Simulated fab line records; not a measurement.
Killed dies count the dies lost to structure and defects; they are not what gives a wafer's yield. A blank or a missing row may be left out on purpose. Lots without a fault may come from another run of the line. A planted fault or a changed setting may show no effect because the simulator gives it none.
What tool caused it?    flow n5Finfet    6 lots with 14 wafers sampled at 2 steps, on a route of 1938 steps

== WHAT THE GAUGES READ, wafer by wafer ==
N5_BEOL_M14_INSPECT_12: inspects for defects (macro).
lot   measured      on                rawDefectCount
L389  day 11 14:05  defectInspect-01  3 3
L391  day 12 00:19  defectInspect-01  2 1 3
L397  day 13 13:41  defectInspect-01  3 1
L400  day 14 07:20  defectInspect-02  2 0
L407  day 15 14:14  defectInspect-01  2 0 3
L408  day 16 11:43  defectInspect-02  2 0

== WHICH TOOL RAN EACH LOT (tool, then ch and the chambers of the sampled wafers, then the start) ==
lot   N5_BEOL_M13_SPUTTER_44
L389  pvdSputter-02, day 11 12:23
L391  pvdSputter-02, day 11 21:44
L397  pvdSputter-03, day 13 11:53
L400  pvdSputter-02, day 14 05:38
L407  pvdSputter-01, day 15 12:33
L408  pvdSputter-03, day 16 09:55
- N5_BEOL_M13_SPUTTER_44: material Ta, target thk 10 nm, time 16.13 s.

== THE ANSWER, worked out from the rows above alone ==
Rule: what is usual is taken from the lots themselves. Put in order of their means at a reading, lots are off if they are a third of the lots or fewer, leave a main group of 4 or more, and stand apart from it by a gap of 3 or more times the standard deviation of the main group's means; of several such gaps the widest counts. Not used: any main group whose means are identical at the precision the tables above print for the reading. Also off: a lot with no number at a reading for which 4 or more lots have one. Where the step has rows for the other lots, those lots are counted as sound.
None of the lots is off at any reading shown; this tells nothing.

== WHAT THE SIMULATOR HAD PUT IN ==
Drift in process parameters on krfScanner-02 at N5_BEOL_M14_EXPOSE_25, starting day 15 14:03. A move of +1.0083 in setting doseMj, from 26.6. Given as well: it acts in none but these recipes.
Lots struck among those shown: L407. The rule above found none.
